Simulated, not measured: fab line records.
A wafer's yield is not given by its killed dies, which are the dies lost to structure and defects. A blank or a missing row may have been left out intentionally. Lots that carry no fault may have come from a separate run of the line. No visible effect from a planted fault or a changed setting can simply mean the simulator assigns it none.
fab line records ; flow n5_finfet ; part 1 of 2: steps 1 to 23 of 30
record: lots: 5; wafers: 15; last_day: 16
route steps=1938 shown BEOL_M6@1260 BEOL_M7@1263
lots with no fault: from the same line, run without faults
start_h: start of the lot's first displayed wafer, in hours after the record's first day ; wait_h: hours since the lot's step before ; " the same as in the row above ; L1.1+2: several wafers, shown together as one row ; - no value, or no start was given ; * or withheld: withheld ; < > ~ a bound
route shown NAME@n: NAME is a module with steps in the file, n the number in the route of the first one ; usual: the fault-free wafers' mean and standard deviation ; same: alike in all rows ; chamber/n: place in a boat ; sites: the reading at each site ; _std_site: standard deviation across them ; _edge_site: outer sites' mean less inner sites' ; radius_mm: for every site, how far away it sits from the centre of the wafer ; mask NAME#n: copy n ; behind: the last tool/chamber to shape the wafer ; hold: what put the lot on hold/how long, in hours/how the hold closed ; device: which transistor (n, p or np) failed to switch ; end of line: at the end of the route, the tests of the same wafers ; a step given without rows: its recipe and nothing more ; killed: at the first sort, the dies lost to defects and structure; wafer yield is something else ; map: shows each die of a wafer: x if killed, . if not, _ if none is there
set.NAME: the run value of the setting; set.NAME@STEP: its run value at that earlier step ; model.NAME: the simulator's own value behind a step, which no gauge read
lots at selected steps of the route; one table per step, one row per wafer
services: the hour from which a tool's chamber was out of use, counted from the record's first day as start_h (under 0 if before that day), plus the number of hours and why
== steps ==
step: N5_BEOL_M6_DEP_56
recipe: material: SiCN; target_thk_a: 100; temp_c: withheld; precursor: 3MS/NH3; pressure_torr: 3; rf_w: 202; time_s: 17.5
usual: showerhead_plenum_p_Torr: 3.666/0.014; throttle_valve_pct: 9.2/0.46
lot.wafer;tool;chamber;start_h;wait_h;showerhead_plenum_p_Torr;throttle_valve_pct
L074.1;pecvd-04;0;182.77;0.0;3.659;9.2
L074.3;pecvd-04;1;182.77;0.0;3.671;10.3
L074.5;pecvd-04;0;182.77;0.0;3.661;9.3
L075.2;pecvd-02;2;208.97;0.0;3.646;8.6
L075.3;pecvd-02;1;208.97;0.0;3.695;9.2
L075.5;pecvd-02;2;208.97;0.0;3.654;8.6
L076.1;pecvd-02;1;215.08;0.0;3.703;9.1
L076.2;pecvd-02;0;215.08;0.0;3.674;9.0
L076.4;pecvd-02;0;215.08;0.0;3.654;8.7
L088.1;pecvd-03;0;269.45;0.0;3.662;9.5
L088.3;pecvd-03;0;269.45;0.0;3.660;9.4
L088.6;pecvd-03;0;269.45;0.0;3.662;9.3
L089.1;pecvd-02;0;284.25;0.0;3.661;8.9
L089.2;pecvd-02;1;284.25;0.0;3.687;9.2
L089.3;pecvd-02;2;284.25;0.0;3.655;8.8
step: N5_BEOL_M6_RS_MEAS_57
recipe: thk_meas_gauge: four-point-probe; reads: Cu_of_BEOL_M6_ECD_50+Co_of_BEOL_M6_CVD_78+TaN_of_BEOL_M6_ALD_77
usual: M6_RS: 0.285/0.0065
lot.wafer;tool;chamber;start_h;wait_h;M6_RS[ohm/sq]
L074.1;film_metro-01;-;182.84;0.1;0.293
L074.3;film_metro-01;-;182.84;0.1;0.288
L074.5;film_metro-01;-;182.84;0.1;0.295
L075.2;film_metro-01;-;209.04;0.1;0.280
L075.3;film_metro-01;-;209.04;0.1;0.285
L075.5;film_metro-01;-;209.04;0.1;0.275
L076.1;film_metro-01;-;215.18;0.1;0.276
L076.2;film_metro-01;-;215.18;0.1;0.279
L076.4;film_metro-01;-;215.18;0.1;0.284
L088.1;film_metro-01;-;269.54;0.1;0.293
L088.3;film_metro-01;-;269.54;0.1;0.279
L088.6;film_metro-01;-;269.54;0.1;0.284
L089.1;film_metro-01;-;284.32;0.1;0.277
L089.2;film_metro-01;-;284.32;0.1;0.285
L089.3;film_metro-01;-;284.32;0.1;0.283
step: N5_BEOL_M6_INSPECT_58
recipe: inspect_instrument: darkfield; mode: post_dep
usual: raw_defect_count: 67/21
lot.wafer;tool;chamber;start_h;wait_h;raw_defect_count
L074.1;defect_inspect-02;-;182.87;0.0;60
L074.3;defect_inspect-02;-;182.87;0.0;38
L074.5;defect_inspect-02;-;182.87;0.0;55
L075.2;defect_inspect-02;-;209.07;0.0;49
L075.3;defect_inspect-02;-;209.07;0.0;63
L075.5;defect_inspect-02;-;209.07;0.0;68
L076.1;defect_inspect-02;-;215.20;0.0;106
L076.2;defect_inspect-02;-;215.20;0.0;62
L076.4;defect_inspect-02;-;215.20;0.0;44
L088.1;defect_inspect-01;-;269.57;0.0;106
L088.3;defect_inspect-01;-;269.57;0.0;75
L088.6;defect_inspect-01;-;269.57;0.0;102
L089.1;defect_inspect-02;-;284.35;0.0;38
L089.2;defect_inspect-02;-;284.35;0.0;120
L089.3;defect_inspect-02;-;284.35;0.0;105
step: N5_BEOL_M7_ILD_DEP_00
recipe: material: SiCOH_lowk; target_thk_a: 1797.5; temp_c: 300; precursor: DEMS/porogen; pressure_torr: 5; rf_w: 500; time_s: 33.4
usual: heater_power_w: 335/59; showerhead_plenum_p_Torr: 5.735/0.011; throttle_valve_pct: 14.2/0.86
lot.wafer;tool;chamber;start_h;wait_h;heater_power_w;showerhead_plenum_p_Torr;throttle_valve_pct
L074.1;pecvd-03;0;182.91;0.0;246;5.736;14.2
L074.3;pecvd-03;1;182.91;0.0;332;5.735;15.1
L074.5;pecvd-03;1;182.91;0.0;353;5.730;15.3
L075.2;pecvd-03;2;209.10;0.0;275;5.741;13.6
L075.3;pecvd-03;0;209.10;0.0;301;5.735;14.0
L075.5;pecvd-03;2;209.10;0.0;281;5.726;13.5
L076.1;pecvd-01;2;215.24;0.0;287;5.717;13.3
L076.2;pecvd-01;0;215.24;0.0;326;5.733;14.4
L076.4;pecvd-01;0;215.24;0.0;329;5.728;14.6
L088.1;pecvd-03;2;269.60;0.0;315;5.736;13.6
L088.3;pecvd-03;0;269.60;0.0;287;5.734;14.3
L088.6;pecvd-03;2;269.60;0.0;311;5.710;13.4
L089.1;pecvd-03;1;284.38;0.0;397;5.759;15.4
L089.2;pecvd-03;0;284.38;0.0;283;5.731;14.4
L089.3;pecvd-03;1;284.38;0.0;389;5.742;15.3
step: N5_BEOL_M7_CURE_74
recipe: temp_c: 385; time_s: 240; ambient: He/Ar; material: SiCOH_lowk
usual: lamp_power_pct: 52.31/0.055; wafer_temp_C_max: 387.3/0.83
lot.wafer;tool;chamber;start_h;wait_h;lamp_power_pct;wafer_temp_C_max
L074.1;uv_cure-02;1;182.97;0.0;52.32;387.6
L074.3;uv_cure-02;1;182.97;0.0;52.30;387.6
L074.5;uv_cure-02;1;182.97;0.0;52.20;387.5
L075.2;uv_cure-03;2;209.49;0.4;52.32;387.1
L075.3;uv_cure-03;2;209.49;0.4;52.36;386.4
L075.5;uv_cure-03;2;209.49;0.4;52.27;387.1
L076.1;uv_cure-03;2;215.31;0.0;52.33;386.4
L076.2;uv_cure-03;2;215.31;0.0;52.34;386.4
L076.4;uv_cure-03;2;215.31;0.0;52.32;386.5
L088.1;uv_cure-01;1;269.69;0.1;52.27;387.6
L088.3;uv_cure-01;1;269.69;0.1;52.30;388.6
L088.6;uv_cure-01;1;269.69;0.1;52.30;389.4
L089.1;uv_cure-02;1;284.47;0.1;52.30;387.3
L089.2;uv_cure-02;1;284.47;0.1;52.33;388.2
L089.3;uv_cure-02;1;284.47;0.1;52.36;387.0
step: N5_BEOL_M7_THK_MEAS_01
recipe: reads: SiCOH_lowk_of_BEOL_M7_ILD_DEP_00
usual: M7_ILD_THK: 155.0/1.8
lot.wafer;tool;chamber;start_h;wait_h;M7_ILD_THK[nm]
L074.1;film_metro-02;-;183.48;0.4;154.9
L074.3;film_metro-02;-;183.48;0.4;155.2
L074.5;film_metro-02;-;183.48;0.4;154.9
L075.2;film_metro-02;-;211.12;1.3;152.9
L075.3;film_metro-02;-;211.12;1.3;154.0
L075.5;film_metro-02;-;211.12;1.3;155.1
L076.1;film_metro-01;-;216.30;0.8;151.0
L076.2;film_metro-01;-;216.30;0.8;151.8
L076.4;film_metro-01;-;216.30;0.8;153.5
L088.1;film_metro-02;-;270.20;0.4;150.3
L088.3;film_metro-02;-;270.20;0.4;156.0
L088.6;film_metro-02;-;270.20;0.4;153.6
L089.1;film_metro-02;-;284.98;0.4;153.1
L089.2;film_metro-02;-;284.98;0.4;154.6
L089.3;film_metro-02;-;284.98;0.4;156.2
step: N5_BEOL_M7_PECVD_70
recipe: material: SiO2; target_thk_a: 200; temp_c: 400; precursor: TEOS/O2; pressure_torr: 5.5; rf_w: 450; teos_flow_sccm: 53.8; gas: O2; flow_sccm: 3000; time_s: 22.7
usual: heater_power_w: 801/100; showerhead_plenum_p_Torr: 8.78/0.044; throttle_valve_pct: 23.1/1.4
lot.wafer;tool;chamber;start_h;wait_h;heater_power_w;showerhead_plenum_p_Torr;throttle_valve_pct
L074.1;pecvd-03;1;183.52;0.0;811;8.76;24.6
L074.3;pecvd-03;2;183.52;0.0;734;8.73;21.8
L074.5;pecvd-03;0;183.52;0.0;597;8.77;23.4
L075.2;pecvd-04;1;211.16;0.0;823;8.82;25.1
L075.3;pecvd-04;1;211.16;0.0;831;8.82;25.0
L075.5;pecvd-04;0;211.16;0.0;816;8.79;23.2
L076.1;pecvd-04;1;216.33;0.0;843;8.83;24.9
L076.2;pecvd-04;0;216.33;0.0;845;8.79;23.2
L076.4;pecvd-04;1;216.33;0.0;819;8.86;24.9
L088.1;pecvd-04;1;270.24;0.0;850;8.82;24.9
L088.3;pecvd-04;0;270.24;0.0;783;8.84;23.4
L088.6;pecvd-04;2;270.24;0.0;890;8.73;21.1
L089.1;pecvd-03;1;285.02;0.0;880;8.81;24.7
L089.2;pecvd-03;0;285.02;0.0;710;8.77;23.0
L089.3;pecvd-03;1;285.02;0.0;846;8.79;24.6
step: N5_BEOL_M7_HM_DEP_02
recipe: material: TiN; target_thk_a: 200; temp_c: 25; chamber_pressure_pa: 0.49996
usual: throttle_valve_pct: 30.0/0.97
lot.wafer;tool;chamber;start_h;wait_h;throttle_valve_pct
L074.1;pvd_sputter-01;-;183.83;0.3;30.0
L074.3;pvd_sputter-01;-;183.83;0.3;29.7
L074.5;pvd_sputter-01;-;183.83;0.3;29.9
L075.2;pvd_sputter-02;-;211.59;0.4;30.2
L075.3;pvd_sputter-02;-;211.59;0.4;28.7
L075.5;pvd_sputter-02;-;211.59;0.4;30.4
L076.1;pvd_sputter-03;-;217.56;1.2;30.9
L076.2;pvd_sputter-03;-;217.56;1.2;29.5
L076.4;pvd_sputter-03;-;217.56;1.2;30.4
L088.1;pvd_sputter-03;-;271.07;0.8;30.4
L088.3;pvd_sputter-03;-;271.07;0.8;30.1
L088.6;pvd_sputter-03;-;271.07;0.8;30.7
L089.1;pvd_sputter-03;-;286.21;1.2;29.7
L089.2;pvd_sputter-03;-;286.21;1.2;30.0
L089.3;pvd_sputter-03;-;286.21;1.2;30.8
step: N5_BEOL_M7_COAT_59
recipe: resist: SOC; temp_c: 250; time_s: 60; spin_rpm: 1500; resist_thk_nm: 100
usual: dispense_pressure_kPa: 50.3/2.8; spin_speed_rpm: 1499.9/1.2
lot.wafer;tool;chamber;start_h;wait_h;dispense_pressure_kPa;spin_speed_rpm
L074.1;litho_track-05;0;183.95;0.1;50.9;1498.1
L074.3;litho_track-05;0;183.95;0.1;50.9;1497.4
L074.5;litho_track-05;0;183.95;0.1;50.9;1498.4
L075.2;litho_track-02;0;211.71;0.1;52.0;1500.8
L075.3;litho_track-02;0;211.71;0.1;52.0;1499.5
L075.5;litho_track-02;0;211.71;0.1;52.0;1501.4
L076.1;litho_track-01;0;217.68;0.1;44.1;1499.9
L076.2;litho_track-01;0;217.68;0.1;44.1;1499.0
L076.4;litho_track-01;0;217.68;0.1;44.1;1501.8
L088.1;litho_track-02;0;271.20;0.1;52.1;1499.8
L088.3;litho_track-02;0;271.20;0.1;52.0;1499.3
L088.6;litho_track-02;0;271.20;0.1;52.0;1499.4
L089.1;litho_track-02;0;286.34;0.1;52.0;1499.8
L089.2;litho_track-02;0;286.34;0.1;52.1;1499.5
L089.3;litho_track-02;0;286.34;0.1;52.1;1498.6
step: N5_BEOL_M7_COAT_60
recipe: resist: SiARC; temp_c: 220; time_s: 60; spin_rpm: 1500; resist_thk_nm: 35
usual: dispense_pressure_kPa: 50.2/2.8; spin_speed_rpm: 1500.0/1
lot.wafer;tool;chamber;start_h;wait_h;dispense_pressure_kPa;spin_speed_rpm
L074.1;litho_track-05;0;-;-;50.9;1501.0
L074.3;litho_track-05;0;-;-;50.9;1497.8
L074.5;litho_track-05;0;-;-;50.9;1502.2
L075.2;litho_track-02;0;-;-;51.9;1501.5
L075.3;litho_track-02;0;-;-;51.9;1501.6
L075.5;litho_track-02;0;-;-;51.9;1500.3
L076.1;litho_track-01;0;-;-;44.0;1501.1
L076.2;litho_track-01;0;-;-;44.0;1501.9
L076.4;litho_track-01;0;-;-;44.0;1501.0
L088.1;litho_track-02;0;-;-;51.9;1500.8
L088.3;litho_track-02;0;-;-;51.9;1498.9
L088.6;litho_track-02;0;-;-;51.9;1498.4
L089.1;litho_track-02;0;-;-;51.9;1498.4
L089.2;litho_track-02;0;-;-;51.9;1499.6
L089.3;litho_track-02;0;-;-;51.9;1499.3
step: N5_BEOL_M7_COAT_05
recipe: resist: CAR-ArF; spin_rpm: 1500; resist_thk_nm: 90
usual: dispense_pressure_kPa: 50.2/2.8; spin_speed_rpm: 1499.8/0.91
lot.wafer;tool;chamber;start_h;wait_h;dispense_pressure_kPa;spin_speed_rpm
L074.1;litho_track-05;0;-;-;50.8;1500.5
L074.3;litho_track-05;0;-;-;50.8;1497.8
L074.5;litho_track-05;0;-;-;50.9;1500.7
L075.2;litho_track-02;0;-;-;52.0;1499.5
L075.3;litho_track-02;0;-;-;52.0;1500.7
L075.5;litho_track-02;0;-;-;52.0;1499.4
L076.1;litho_track-01;0;-;-;44.0;1500.1
L076.2;litho_track-01;0;-;-;44.1;1498.5
L076.4;litho_track-01;0;-;-;44.0;1500.0
L088.1;litho_track-02;0;-;-;52.0;1499.8
L088.3;litho_track-02;0;-;-;52.0;1499.6
L088.6;litho_track-02;0;-;-;52.0;1499.2
L089.1;litho_track-02;0;-;-;52.0;1501.9
L089.2;litho_track-02;0;-;-;52.0;1500.4
L089.3;litho_track-02;0;-;-;52.0;1501.3
step: N5_BEOL_M7_EBR_07
recipe: solvent: PGMEA; ebr_width_mm: 1.5
lot.wafer;tool;chamber;start_h;wait_h
L074.1+3+5;litho_track-05;0;-;-
L075.2+3+5;litho_track-02;0;-;-
L076.1+2+4;litho_track-01;0;-;-
L088.1+3+6;litho_track-02;0;-;-
L089.1+2+3;litho_track-02;0;-;-
step: N5_BEOL_M7_SOFTBAKE_06
recipe: temp_c: 110; time_s: 60; resist: CAR-ArF
lot.wafer;tool;chamber;start_h;wait_h
L074.1+3+5;litho_track-05;0;-;-
L075.2+3+5;litho_track-02;0;-;-
L076.1+2+4;litho_track-01;0;-;-
L088.1+3+6;litho_track-02;0;-;-
L089.1+2+3;litho_track-02;0;-;-
step: N5_BEOL_M7_EXPOSE_08
recipe: mask_id: M7; na: 1.35; source_shape: dipole; sigma_inner: 0.817; sigma_outer: 0.97; polarization: te; dose_mj: 68.25
lot.wafer;tool;chamber;start_h;wait_h;mask
L074.1+3+5;arfi_scanner-02;0;184.26;-;M7#0
L075.2+3+5;arfi_scanner-02;0;211.84;-;M7#0
L076.1+2+4;arfi_scanner-02;0;217.80;-;M7#0
L088.1+3+6;arfi_scanner-03;0;271.31;-;M7#0
L089.1+2+3;arfi_scanner-01;0;286.46;-;M7#0
step: N5_BEOL_M7_PEB_09
recipe: peb_temp_c: withheld; peb_time_s: 60; resist: CAR-ArF
lot.wafer;tool;chamber;start_h;wait_h
L074.1+3+5;litho_track-05;0;184.32;0.1
L075.2+3+5;litho_track-05;0;211.89;0.0
L076.1+2+4;litho_track-05;0;217.86;0.1
L088.1+3+6;litho_track-05;0;271.38;0.1
L089.1+2+3;litho_track-01;0;286.52;0.1
step: N5_BEOL_M7_DEVELOP_10
recipe: develop_time_s: 30; developer: TMAH; resist: CAR-ArF; rinse_liquid: diw; dry: air_spin; dev_temp_c: 23
lot.wafer;tool;chamber;start_h;wait_h
L074.1+3+5;litho_track-05;0;-;-
L075.2+3+5;litho_track-05;0;-;-
L076.1+2+4;litho_track-05;0;-;-
L088.1+3+6;litho_track-05;0;-;-
L089.1+2+3;litho_track-01;0;-;-
step: N5_BEOL_M7_CD_MEAS_11
recipe: target_cd_nm: 38.5; landing_energy_ev: 500; detector: se_inlens; polarity: opening
usual: cd_nm: 38.5/0.52
lot.wafer;tool;chamber;start_h;wait_h;cd_nm
L074.1;cd_sem-02;0;184.39;-;38.4
L074.3;cd_sem-02;0;184.39;-;38.8
L074.5;cd_sem-02;0;184.39;-;39.3
L075.2;cd_sem-01;0;211.96;-;38.9
L075.3;cd_sem-01;0;211.96;-;37.5
L075.5;cd_sem-01;0;211.96;-;38.1
L076.1;cd_sem-02;0;217.93;-;39.1
L076.2;cd_sem-02;0;217.93;-;39.3
L076.4;cd_sem-02;0;217.93;-;39.8
L088.1;cd_sem-03;0;271.44;-;38.2
L088.3;cd_sem-03;0;271.44;-;38.6
L088.6;cd_sem-03;0;271.44;-;38.8
L089.1;cd_sem-03;0;286.58;-;38.2
L089.2;cd_sem-03;0;286.58;-;38.2
L089.3;cd_sem-03;0;286.58;-;38.9
step: N5_BEOL_M7_OVL_MEAS_12
recipe: points_per_wafer: 44
usual: M7_OVL: -0.1/0.59
lot.wafer;tool;chamber;start_h;wait_h;M7_OVL[nm]
L074.1;overlay-02;0;184.42;0.0;-0.4
L074.3;overlay-02;0;184.42;0.0;0.0
L074.5;overlay-02;0;184.42;0.0;0.0
L075.2;overlay-02;0;211.99;0.0;0.7
L075.3;overlay-02;0;211.99;0.0;0.1
L075.5;overlay-02;0;211.99;0.0;0.6
L076.1;overlay-01;0;217.96;0.0;-1.0
L076.2;overlay-01;0;217.96;0.0;0.5
L076.4;overlay-01;0;217.96;0.0;-1.1
L088.1;overlay-01;0;271.47;0.0;-1.1
L088.3;overlay-01;0;271.47;0.0;-1.4
L088.6;overlay-01;0;271.47;0.0;-1.3
L089.1;overlay-02;0;286.61;0.0;0.6
L089.2;overlay-02;0;286.61;0.0;0.7
L089.3;overlay-02;0;286.61;0.0;-0.4
step: N5_BEOL_M7_INSPECT_13
recipe: mode: adi; inspect_instrument: brightfield
usual: raw_defect_count: 399/86
lot.wafer;tool;chamber;start_h;wait_h;raw_defect_count
L074.1;defect_inspect-01;-;184.44;0.0;332
L074.3;defect_inspect-01;-;184.44;0.0;257
L074.5;defect_inspect-01;-;184.44;0.0;312
L075.2;defect_inspect-02;-;212.01;0.0;275
L075.3;defect_inspect-02;-;212.01;0.0;378
L075.5;defect_inspect-02;-;212.01;0.0;278
L076.1;defect_inspect-01;-;217.98;0.0;435
L076.2;defect_inspect-01;-;217.98;0.0;393
L076.4;defect_inspect-01;-;217.98;0.0;401
L088.1;defect_inspect-01;-;271.50;0.0;363
L088.3;defect_inspect-01;-;271.50;0.0;441
L088.6;defect_inspect-01;-;271.50;0.0;509
L089.1;defect_inspect-02;-;286.64;0.0;419
L089.2;defect_inspect-02;-;286.64;0.0;474
L089.3;defect_inspect-02;-;286.64;0.0;433
step: N5_BEOL_M7_DESCUM_16
recipe: chemistry: O2; time_s: 7.9; source_power_w: 50; bias_power_w: 20; pressure_mtorr: 20; rf_frequency_hz: 2.712e+07; temp_c: 40; resist: CAR-ArF; o2_flow_sccm: 225
usual: drypump_motor_current_A: 5.7/0.38; oes_product_au: 0.77/0.086; rf_vpp_V: 242.9/1.4; showerhead_plenum_p_Torr: 2.07/0.076; throttle_valve_pct: 20.41/0.25
lot.wafer;tool;chamber;start_h;wait_h;drypump_motor_current_A;oes_product_au;rf_hours_counter_h;rf_vpp_V;showerhead_plenum_p_Torr;throttle_valve_pct
L074.1;rie_diel-04;1;184.51;0.1;5.2;0.68;237;244.3;2.16;20.65
L074.3;rie_diel-04;2;184.51;0.1;5.8;0.74;164;242.4;2.06;20.26
L074.5;rie_diel-04;2;184.51;0.1;5.8;0.74;-;242.9;2.06;20.27
L075.2;rie_diel-02;0;212.05;0.0;5.7;0.95;7;242.3;2.14;20.19
L075.3;rie_diel-02;2;212.05;0.0;5.8;0.75;150;244.1;2.09;20.64
L075.5;rie_diel-02;2;212.05;0.0;5.9;0.75;-;243.1;2.09;20.64
L076.1;rie_diel-02;3;218.02;0.0;4.9;0.71;216;242.3;2.00;20.92
L076.2;rie_diel-02;2;218.02;0.0;5.8;0.76;152;242.4;2.09;20.65
L076.4;rie_diel-02;0;218.02;0.0;5.7;0.94;-;244.4;2.14;20.19
L088.1;rie_diel-03;2;271.59;0.1;6.0;0.75;193;242.8;1.99;20.50
L088.3;rie_diel-03;1;271.59;0.1;5.7;0.75;169;244.4;2.08;20.20
L088.6;rie_diel-03;3;271.59;0.1;5.5;0.70;-;243.4;2.16;20.45
L089.1;rie_diel-02;0;286.94;0.3;5.7;0.90;30;243.2;2.13;20.24
L089.2;rie_diel-02;1;286.94;0.3;6.3;0.94;17;243.4;2.03;19.98
L089.3;rie_diel-02;3;286.94;0.3;4.9;0.71;237;241.2;1.99;20.94
step: N5_BEOL_M7_ETCH_61
recipe: chemistry: CF4; target: SiARC; target_depth_a: 455; mask_material: CAR-ArF; time_s: 75.8; ion_energy_ev: 80; pressure_mtorr: 40; source_w: 545; bias_w: 36; Ar_flow_sccm: 100; cf4_flow_sccm: 100; ends: cleared
usual: bias_w: 35.99/0.1; drypump_motor_current_A: 5.7/0.37; etch_rf_on_time_s: 76.0/1.5; oes_product_au: 0.66/0.071; rf_vpp_V: 183.9/1.1; showerhead_plenum_p_Torr: 2.13/0.069; throttle_valve_pct: 15.63/0.24
lot.wafer;tool;chamber;start_h;wait_h;bias_w;drypump_motor_current_A;etch_rf_on_time_s;oes_product_au;rf_hours_counter_h;rf_vpp_V;showerhead_plenum_p_Torr;throttle_valve_pct
L074.1;rie_diel-04;1;184.55;0.0;36.01;5.2;78.1;0.57;237;186.0;2.19;15.73
L074.3;rie_diel-04;2;184.55;0.0;36.10;5.8;74.9;0.63;164;184.9;2.14;15.66
L074.5;rie_diel-04;2;184.55;0.0;35.96;5.8;75.1;0.63;-;183.0;2.14;15.66
L075.2;rie_diel-02;0;212.08;0.0;35.98;5.7;76.1;0.82;7;184.5;2.18;15.26
L075.3;rie_diel-02;2;212.08;0.0;35.90;5.9;74.2;0.65;150;182.8;2.15;15.86
L075.5;rie_diel-02;2;212.08;0.0;36.08;5.9;74.6;0.65;-;184.8;2.15;15.87
L076.1;rie_diel-02;3;218.05;0.0;36.05;4.9;73.1;0.63;216;183.0;2.04;16.02
L076.2;rie_diel-02;2;218.05;0.0;35.84;5.8;75.8;0.64;152;185.1;2.15;15.86
L076.4;rie_diel-02;0;218.05;0.0;35.87;5.7;77.5;0.80;-;184.2;2.18;15.24
L088.1;rie_diel-03;2;271.62;0.0;35.98;6.0;76.5;0.63;193;182.2;2.05;15.78
L088.3;rie_diel-03;1;271.62;0.0;35.91;5.7;76.3;0.64;169;184.1;2.14;15.48
L088.6;rie_diel-03;3;271.62;0.0;36.04;5.5;77.4;0.58;-;184.3;2.21;15.73
L089.1;rie_diel-02;0;286.97;0.0;36.23;5.7;75.5;0.77;30;185.0;2.17;15.31
L089.2;rie_diel-02;1;286.97;0.0;35.87;6.3;74.1;0.80;17;183.1;2.10;15.25
L089.3;rie_diel-02;3;286.97;0.0;35.91;4.9;72.4;0.62;237;183.9;2.03;16.06
step: N5_BEOL_M7_ETCH_62
recipe: chemistry: N2/H2; target: SOC; target_depth_a: 1100; overetch_a: 220; mask_material: SiARC; temp_c: 40; time_s: 165; ion_energy_ev: 200; pressure_mtorr: 30; source_w: 840; bias_w: 150; n2_flow_sccm: 200; h2_flow_sccm: 200
usual: bias_w: 150.0/0.42; drypump_motor_current_A: 5.7/0.38; oes_product_au: 0.66/0.071; rf_vpp_V: 523.2/2.6; showerhead_plenum_p_Torr: 2.52/0.088; throttle_valve_pct: 17.86/0.22
lot.wafer;tool;chamber;start_h;wait_h;bias_w;drypump_motor_current_A;oes_product_au;rf_hours_counter_h;rf_vpp_V;showerhead_plenum_p_Torr;throttle_valve_pct
L074.1;rie_diel-04;1;184.61;0.0;149.6;5.2;0.57;237;526.4;2.62;18.10
L074.3;rie_diel-04;2;184.61;0.0;149.6;5.8;0.63;164;523.6;2.53;17.69
L074.5;rie_diel-04;2;184.61;0.0;149.9;5.8;0.63;-;523.7;2.53;17.71
L075.2;rie_diel-02;0;212.14;0.0;149.2;5.7;0.81;7;525.4;2.62;17.72
L075.3;rie_diel-02;2;212.14;0.0;150.3;5.9;0.64;150;524.2;2.55;18.14
L075.5;rie_diel-02;2;212.14;0.0;149.6;5.9;0.65;-;524.9;2.55;18.14
L076.1;rie_diel-02;3;218.11;0.0;150.6;4.9;0.62;216;519.3;2.41;18.13
L076.2;rie_diel-02;2;218.11;0.0;150.3;5.8;0.64;152;521.4;2.54;18.13
L076.4;rie_diel-02;0;218.11;0.0;149.6;5.7;0.81;-;525.1;2.62;17.72
L088.1;rie_diel-03;2;271.68;0.0;150.2;6.0;0.63;193;519.7;2.43;18.01
L088.3;rie_diel-03;1;271.68;0.0;149.8;5.7;0.64;169;523.9;2.53;17.62
L088.6;rie_diel-03;3;271.68;0.0;149.9;5.5;0.59;-;528.3;2.63;17.87
L089.1;rie_diel-02;0;287.03;0.0;151.0;5.7;0.76;30;524.2;2.61;17.73
L089.2;rie_diel-02;1;287.03;0.0;150.3;6.4;0.77;17;521.3;2.49;17.43
L089.3;rie_diel-02;3;287.03;0.0;150.3;4.9;0.60;237;519.7;2.40;18.16
step: N5_BEOL_M7_STRIP_68
recipe: chemistry: N2/H2; temp_c: 40; n2_flow_sccm: 200; h2_flow_sccm: 200; rf_frequency_hz: 6e+07
lot.wafer;tool;chamber;start_h;wait_h
L074.1+3+5;rie_diel-04;1,2,2;184.74;0.1
L075.2+3+5;rie_diel-02;0,2,2;212.27;0.1
L076.1+2+4;rie_diel-02;3,2,0;218.25;0.1
L088.1+3+6;rie_diel-03;2,1,3;271.81;0.1
L089.1+2+3;rie_diel-02;0,1,3;287.16;0.1
